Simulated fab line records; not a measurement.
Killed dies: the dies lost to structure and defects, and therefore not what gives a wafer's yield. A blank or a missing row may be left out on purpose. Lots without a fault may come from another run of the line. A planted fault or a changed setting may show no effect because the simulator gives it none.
A struck lot beside a sound one / flow n5-finfet / 16 out of 1938 route steps
Sound: the wafers L601.1, L601.2, L601.5. The struck wafers were L611.1, L611.3, L611.5. Last of all comes the cause.
Per side, at each step with rows, come the tool, then ch with its chambers, and then its first start. Under that, the readings that differ: sound wafers / struck wafers / difference of the means / sigmas: that difference in standard deviations of wafers without a fault.
alike: readings whose means differ by less than 2 such deviations, and words and numbers that are the same on both sides. not compared: withheld readings, readings that some wafer has no value for, bounds like >300 that may hide the same value, and numbers for which the record gives no deviation and whose values overlap.
A row with sigmas, a row that says differs or no value, or rows on one side alone: a step with any of these is where the two part. Numbers that have no deviation but don't overlap get no sigmas and don't part them. A reading that every wafer of one side lacks parts them only if that side has two wafers or more.

first, 4 steps without rows for these wafers: N5_HKMG_FIN_SOFTBAKE_44 (time 60 s); N5_HKMG_FIN_EXPOSE_46 (exposes mask NDIPOLE); N5_HKMG_FIN_PEB_47 (peb time 60 s); N5_HKMG_FIN_DEVELOP_48 (develop time 30 s).
N5_HKMG_FIN_CD_MEAS_49 targets a cd of 202 nm.
  sound on cd-sem-03 ch 0, day 6 19:46; struck on cd-sem-01 ch 0, day 9 06:26
  alike: cd-nm
N5_HKMG_FIN_OVL_MEAS_50:
  sound on overlay-02 ch 0, day 6 19:47; struck on overlay-02 ch 0, day 9 06:28
  alike: NDIPOLE_OVL
N5_HKMG_FIN_INSPECT_61: inspects for defects (macro).
  sound on defect-inspect-01, day 6 19:49; struck on defect-inspect-01, day 9 06:29
  alike: raw-defect-count
N5_HKMG_FIN_DESCUM_53: chemistry O2, time 7.9 s.
  sound on rie-diel-01 ch 0,2,3, day 6 20:08; struck on rie-diel-02 ch 0,2, day 9 06:32
  alike: drypump-motor-current-A, oes-product-au, rf-fwd-power-W, rf-vpp-V, showerhead-plenum-p-Torr, throttle-valve-pct
  not compared: rf-hours-counter-h
N5_HKMG_FIN_ETCH_54: etches SiARC in CF4, target depth 45.5 nm, time 75.8 s.
  sound on rie-diel-01 ch 0,2,3, day 6 20:10; struck on rie-diel-02 ch 0,2, day 9 06:34
  alike: cf4-flow-sccm, drypump-motor-current-A, etch-rf-on-time-s, oes-product-au, rf-fwd-power-W, rf-vpp-V, showerhead-plenum-p-Torr, throttle-valve-pct
  not compared: rf-hours-counter-h
N5_HKMG_FIN_ETCH_55: etches SOC in N2/H2, target depth 240 nm, time 300 s.
  sound on rie-diel-01 ch 0,2,3, day 6 20:13; struck on rie-diel-02 ch 0,2, day 9 06:37
  alike: drypump-motor-current-A, oes-product-au, rf-fwd-power-W, rf-vpp-V, showerhead-plenum-p-Torr, throttle-valve-pct
  not compared: rf-hours-counter-h
then, 1 step without rows for these wafers: N5_HKMG_FIN_STRIP_56 (strips in N2/H2).
N5_HKMG_FIN_STRIP_57: strips in CF4.
  sound on rie-diel-01 ch 0,2,3, day 6 20:25; struck on rie-diel-02 ch 0,2, day 9 06:49
  alike: cf4-flow-sccm, drypump-motor-current-A, oes-product-au, rf-vpp-V, showerhead-plenum-p-Torr, throttle-valve-pct
  not compared: rf-fwd-power-W, rf-hours-counter-h
N5_HKMG_FIN_ETCH_58: etches SOC in N2/H2, target depth 215.8 nm, time 741 s.
  sound on rie-diel-01 ch 0,2,3, day 6 20:26; struck on rie-diel-02 ch 0,2, day 9 06:50
reading=rf-fwd-power-W (W); sound=869.3 873.2 877.5; struck=1084.9 1083.9 1085.6; difference=+211.5; sigmas=+81
reading=rf-vpp-V (V); sound=100.8 99.9 99.5; struck=91.4 91.0 91.6; difference=-8.7; sigmas=-11
reading=model.SOC_of_HKMG_FIN_COAT_41.thk-nm (nm); sound=80.8 82.8 85; struck=38 38.2 40; difference=-44; sigmas=
reading=model.HKMG_FIN.feature-depth-nm (nm); sound=219 216.4 214; struck=262.4 262.2 260.2; difference=+45.1; sigmas=
reading=model.etch.depth-nm (nm); sound=219.1 216.4 214; struck=262.4 262.3 260.2; difference=+45.1; sigmas=
  alike: drypump-motor-current-A, oes-product-au, showerhead-plenum-p-Torr, throttle-valve-pct
  not compared: rf-hours-counter-h
N5_HKMG_FIN_STRIP_93: strips SOC in N2/H2, time 20 s.
  sound on rie-diel-01 ch 0,2,3, day 6 20:52; struck on rie-diel-02 ch 0,2, day 9 07:15
reading=model.SOC_of_HKMG_FIN_COAT_41.thk-nm (nm); sound=70.4 72.4 74.8; struck=27.6 28 29.6; difference=-44.1; sigmas=
  alike: drypump-motor-current-A, oes-product-au, rf-fwd-power-W, rf-vpp-V, showerhead-plenum-p-Torr, throttle-valve-pct
  not compared: rf-hours-counter-h
then, 1 step without rows for these wafers: N5_HKMG_FIN_WET_ETCH_76 (etches Al2O3 in dNH4OH, stops on La2O3, target depth 2.25 nm, rinse time 30 s).
-- the record jumps here: 4 days lie between the struck wafers' starts before and after (it left off in module HKMG_FIN and takes up again in module BEOL_M4, whose first step shown is number 1111 of the route) --
N5_BEOL_M4_RC_MEAS_101:
  sound on prober-02 ch 0, day 10 16:24; struck on prober-02 ch 0, day 13 12:50
reading=DIBL_N (mV/V); sound=39.6 38.9 38.9; struck=36.3 35.9 36.5; difference=-2.9; sigmas=-2
reading=DIBL_P (mV/V); sound=39.9 38.7 38.0; struck=35.0 34.9 35.0; difference=-3.9; sigmas=-2
reading=IOFF_N (nA/um); sound=0.216 0.189 0.180; struck=0.132 0.130 0.133; difference=-0.063; sigmas=-3
reading=IOFF_P (nA/um); sound=0.30 0.25 0.25; struck=0.18 0.17 0.18; difference=-0.09; sigmas=-3
reading=ION_P (uA/um); sound=481 472 465; struck=460 454 462; difference=-14; sigmas=-2
reading=VT_P (mV); sound=-245 -247 -246; struck=-253 -257 -254; difference=-9; sigmas=-2
  alike: ION_N, SS_N, SS_P, VT_N

## WHERE THEY PART
Last at N5_BEOL_M4_RC_MEAS_101 as far as this record goes, first at N5_HKMG_FIN_ETCH_58.

WHY: what the simulator had put in
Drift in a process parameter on rie-diel-02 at N5_HKMG_FIN_ETCH_58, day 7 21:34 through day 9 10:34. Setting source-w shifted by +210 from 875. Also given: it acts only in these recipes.
